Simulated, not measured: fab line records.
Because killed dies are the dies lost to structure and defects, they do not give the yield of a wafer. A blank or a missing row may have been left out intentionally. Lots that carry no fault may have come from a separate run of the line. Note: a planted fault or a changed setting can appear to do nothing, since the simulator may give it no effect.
Chamber matching / flow n5Finfet / 4 sister chambers for N5_BEOL_M0_CUTY_ETCH_62 on rieDiel-06
The step etches SiARC in CF4, time 58.5 s. 4 wafers are shown with their chamber, then 7 later ones without.

WAFERS PAIRED WITH THEIR CHAMBERS
wafer=L079.1; chamber=1; showerheadPlenumPTorr (Torr)=2.13
wafer=L090.6; chamber=0; showerheadPlenumPTorr (Torr)=2.22
wafer=L092.1; chamber=2; showerheadPlenumPTorr (Torr)=2.03
wafer=L092.2; chamber=3; showerheadPlenumPTorr (Torr)=2.24

WAFERS WHOSE CHAMBER IS MISSING
wafer=L092.4; showerheadPlenumPTorr (Torr)=2.21
wafer=L095.2; showerheadPlenumPTorr (Torr)=2.23
wafer=L095.4; showerheadPlenumPTorr (Torr)=2.03
wafer=L095.5; showerheadPlenumPTorr (Torr)=2.03
wafer=L094.1; showerheadPlenumPTorr (Torr)=2.23
wafer=L094.3; showerheadPlenumPTorr (Torr)=2.03
wafer=L094.6; showerheadPlenumPTorr (Torr)=2.12

THE CHAMBER EACH PASSED THROUGH
wafer=L092.4; from the rows above=0; in truth=0
wafer=L095.2; from the rows above=can't be placed: 0 or 3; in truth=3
wafer=L095.4; from the rows above=2; in truth=2
wafer=L095.5; from the rows above=2; in truth=2
wafer=L094.1; from the rows above=can't be placed: 0 or 3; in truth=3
wafer=L094.3; from the rows above=2; in truth=2
wafer=L094.6; from the rows above=1; in truth=1
5 of 7 placed correctly. Not placeable from these rows: 2 (in 2, the candidates include the true chamber). Wrongly placed: 0.
How it was worked out, from the rows above alone: a wafer's distance from a chamber is the root of the sum, over the readings, of the square of ((its reading less the chamber's mean) divided by the reading's scatter). If the next closest chamber is less than 2 further off than the closest, the wafer can't be placed; otherwise it belongs to the closest. The mean given for a chamber averages the wafers shown for that chamber. The scatter: root of mean squared gap, hidden wafer to nearest shown wafer, with one shown wafer a chamber.
